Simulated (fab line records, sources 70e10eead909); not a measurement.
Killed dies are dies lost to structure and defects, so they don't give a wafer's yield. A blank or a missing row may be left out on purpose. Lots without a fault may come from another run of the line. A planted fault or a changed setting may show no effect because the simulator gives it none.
Which tool did it? | flow nand_harc | 12 lots, 36 wafers sampled, at 6 steps of a route of 1159

WHAT THE GAUGES READ, wafer by wafer
NHARC_P_M0_INSPECT_11.
lot  | measured     | on                | raw_defect_count
L782 | day 6 12:02  | defect_inspect-02 | 1 2 3
L783 | day 6 17:16  | defect_inspect-02 | 5 5 4
L784 | day 7 00:55  | defect_inspect-01 | 4 4 5
L785 | day 7 14:53  | defect_inspect-02 | 4 5 2
L787 | day 7 15:17  | defect_inspect-02 | 2 2 3
L789 | day 8 00:56  | defect_inspect-02 | 1 4 3
L790 | day 9 02:53  | defect_inspect-01 | 6 1 4
L791 | day 9 04:18  | defect_inspect-02 | 6 7 3
L799 | day 10 17:15 | defect_inspect-01 | 1 2 1
L798 | day 10 21:57 | defect_inspect-02 | 2 4 4
L801 | day 11 04:49 | defect_inspect-01 | 3 5 4
L802 | day 11 21:43 | defect_inspect-01 | 11 7 5

NHARC_END_SORT_01.
lot  | measured     | on        | defect_limited_yield (%) | killed_at_array | killed_at_other | killed_at_periphery | killed_dies | killed_open | killed_short | sort_bin_2_pct (%) | sort_bin_3_pct (%) | sort_bin_4_pct (%) | sort_n_pass | sort_rim_yield_pct (%) | sort_yield_pct (%)
L789 | day 24 12:37 | prober-02 | 96.3 95.3 94.4           | 23 32 37        | 0 0 0           | 2 0 1               | 25 32 38    | 2 3 6       | 1 2 3        | 1.6 2.2 1.9        | 0.15 0.30 0.30     | 1.9 2.2 3.4        | 652 645 639 | 97.2 98.1 97.2         | 96.3 95.3 94.4
L791 | day 25 18:23 | prober-01 | 96.8 95.4 96.9           | 19 29 19        | 0 0 0           | 3 2 2               | 22 31 21    | 1 3 3       | 2 1 1        | 1.3 1.9 1.0        | 0.15 0 0           | 1.8 2.7 2.1        | 655 646 656 | 99.1 94.3 98.1         | 96.8 95.4 96.9

WHICH TOOL RAN EACH LOT (tool, then ch and the chambers of the sampled wafers, then the start)
lot  | NHARC_P_M0_ECD_22              | NHARC_P_M0_CMP_23            | NHARC_P_M0_PRE_CLEAN_31         | NHARC_P_M0_DEP_32
L782 | ecd_cu-02 ch 0,1, day 6 13:23  | cmp-03 ch 0,1,3, day 6 14:06 | pecvd-04 ch 0,1, day 6 14:38    | pecvd-04 ch 0,1, day 6 14:43
L783 | ecd_cu-02 ch 1, day 6 18:44    | cmp-01 ch 1,3, day 6 19:28   | pecvd-04 ch 0,1,2, day 6 20:01  | pecvd-04 ch 0,1,2, day 6 20:08
L784 | ecd_cu-01 ch 0,1, day 7 02:28  | cmp-01 ch 0,1, day 7 03:05   | pecvd-04 ch 0,1,2, day 7 03:38  | pecvd-04 ch 0,1,2, day 7 03:49
L785 | ecd_cu-02 ch 0,1, day 7 16:14  | cmp-01 ch 0,1,3, day 7 16:58 | pecvd-04 ch 0,1,2, day 7 17:31  | pecvd-04 ch 0,1,2, day 7 17:38
L787 | ecd_cu-02 ch 0,1, day 7 16:52  | cmp-03 ch 0,2,3, day 7 17:36 | pecvd-04 ch 0,1,2, day 7 18:16  | pecvd-04 ch 0,1,2, day 7 18:20
L789 | ecd_cu-02 ch 0,1, day 8 02:25  | cmp-04 ch 0,2, day 8 03:05   | pecvd-03 ch 1,2, day 8 03:38    | pecvd-03 ch 1,2, day 8 03:42
L790 | ecd_cu-01 ch 0,1, day 9 04:20  | cmp-03 ch 0,1,2, day 9 05:02 | pecvd-03 ch 0,1,2, day 9 05:33  | pecvd-03 ch 0,1,2, day 9 05:43
L791 | ecd_cu-02 ch 0,1, day 9 05:45  | cmp-04 ch 0,2,3, day 9 06:30 | pecvd-01 ch 0,2, day 9 07:04    | pecvd-01 ch 0,2, day 9 07:12
L799 | ecd_cu-01 ch 0,1, day 10 18:37 | cmp-01 ch 0,1, day 10 19:22  | pecvd-01 ch 0,1,2, day 10 19:55 | pecvd-01 ch 0,1,2, day 10 20:04
L798 | ecd_cu-01 ch 0,1, day 10 23:17 | cmp-03 ch 1,2, day 11 00:01  | pecvd-04 ch 0,2, day 11 00:33   | pecvd-04 ch 0,2, day 11 00:38
L801 | ecd_cu-01 ch 0,1, day 11 06:11 | cmp-03 ch 1,2, day 11 06:54  | pecvd-03 ch 0,2, day 11 07:28   | pecvd-03 ch 0,2, day 11 07:36
L802 | ecd_cu-01 ch 0,1, day 11 23:09 | cmp-01 ch 0,3, day 11 23:47  | pecvd-01 ch 1,2, day 12 00:20   | pecvd-01 ch 1,2, day 12 00:27
- NHARC_P_M0_ECD_22: material Cu, target thk 400 nm.
- NHARC_P_M0_CMP_23: polishes, t overpolish 20 s, target thk 117.53 nm.
- NHARC_P_M0_PRE_CLEAN_31: time 12 s.
- NHARC_P_M0_DEP_32: deposits SiCN, target thk 30 nm.

WHAT THE TOOLS THEMSELVES READ (means of the sampled wafers that have a number; where no wafer has one, the mark that the record gives instead)
NHARC_P_M0_CMP_23.
lot  | tool   | motor_current_A (A) | time_to_endpoint_s (s)
L782 | cmp-03 | 12.7                | 31.2
L783 | cmp-01 | 12.4                | 31.5
L784 | cmp-01 | 12.5                | 28.7
L785 | cmp-01 | 11.8                | 28.7
L787 | cmp-03 | 12.7                | 30.5
L789 | cmp-04 | 11.2                | 31.8
L790 | cmp-03 | 12.1                | 30.9
L791 | cmp-04 | 11.5                | 30.1
L799 | cmp-01 | 11.2                | 29.9
L798 | cmp-03 | 13.0                | 29.3
L801 | cmp-03 | 13.1                | 29.6
L802 | cmp-01 | 11.2                | 29.9

NHARC_P_M0_PRE_CLEAN_31.
lot  | tool     | heater_power_w (W)
L782 | pecvd-04 | 571
L783 | pecvd-04 | 588
L784 | pecvd-04 | 565
L785 | pecvd-04 | 598
L787 | pecvd-04 | 615
L789 | pecvd-03 | 610
L790 | pecvd-03 | 626
L791 | pecvd-01 | 661
L799 | pecvd-01 | 638
L798 | pecvd-04 | 597
L801 | pecvd-03 | 624
L802 | pecvd-01 | 595

NHARC_P_M0_DEP_32.
lot  | tool     | chamber_pressure_Torr (Torr) | heater_power_w (W) | showerhead_vpp_V (V)
L782 | pecvd-04 | 2.993                        | 534                | 1302
L783 | pecvd-04 | 2.997                        | 544                | 1322
L784 | pecvd-04 | 3.006                        | 529                | 1323
L785 | pecvd-04 | 3.000                        | 532                | 1333
L787 | pecvd-04 | 3.002                        | 531                | 1320
L789 | pecvd-03 | 3.001                        | 635                | 1340
L790 | pecvd-03 | 3.002                        | 539                | 1331
L791 | pecvd-01 | 3.007                        | 637                | 1348
L799 | pecvd-01 | 3.004                        | 608                | 1328
L798 | pecvd-04 | 2.996                        | 614                | 1347
L801 | pecvd-03 | 2.995                        | 582                | 1293
L802 | pecvd-01 | 3.007                        | 576                | 1333

THE ANSWER, worked out from the rows above alone
Rule: what is usual is taken from the lots themselves. Put in order of their means at a reading, lots are off if they are a third of the lots or fewer, leave a main group of 4 or more, and stand apart from it by a gap of 3 or more times the standard deviation of the main group's means; of several such gaps the widest counts. A main group whose means are all the same, to the digits that the tables above print for the reading, isn't used. A lot without any number at a reading at which 4 lots or more have one is off too. The other lots that the step has rows for count as sound. The gauges are gone through in route order, then the tools' own readings, and for those a lot's mean is taken as printed above. The first step at which some lot is off is used, and at that step the reading that is off furthest; a lot without a number counts as furthest.
No lot is off at any reading shown: from this, nothing can be told.

WHAT THE SIMULATOR HAD PUT IN
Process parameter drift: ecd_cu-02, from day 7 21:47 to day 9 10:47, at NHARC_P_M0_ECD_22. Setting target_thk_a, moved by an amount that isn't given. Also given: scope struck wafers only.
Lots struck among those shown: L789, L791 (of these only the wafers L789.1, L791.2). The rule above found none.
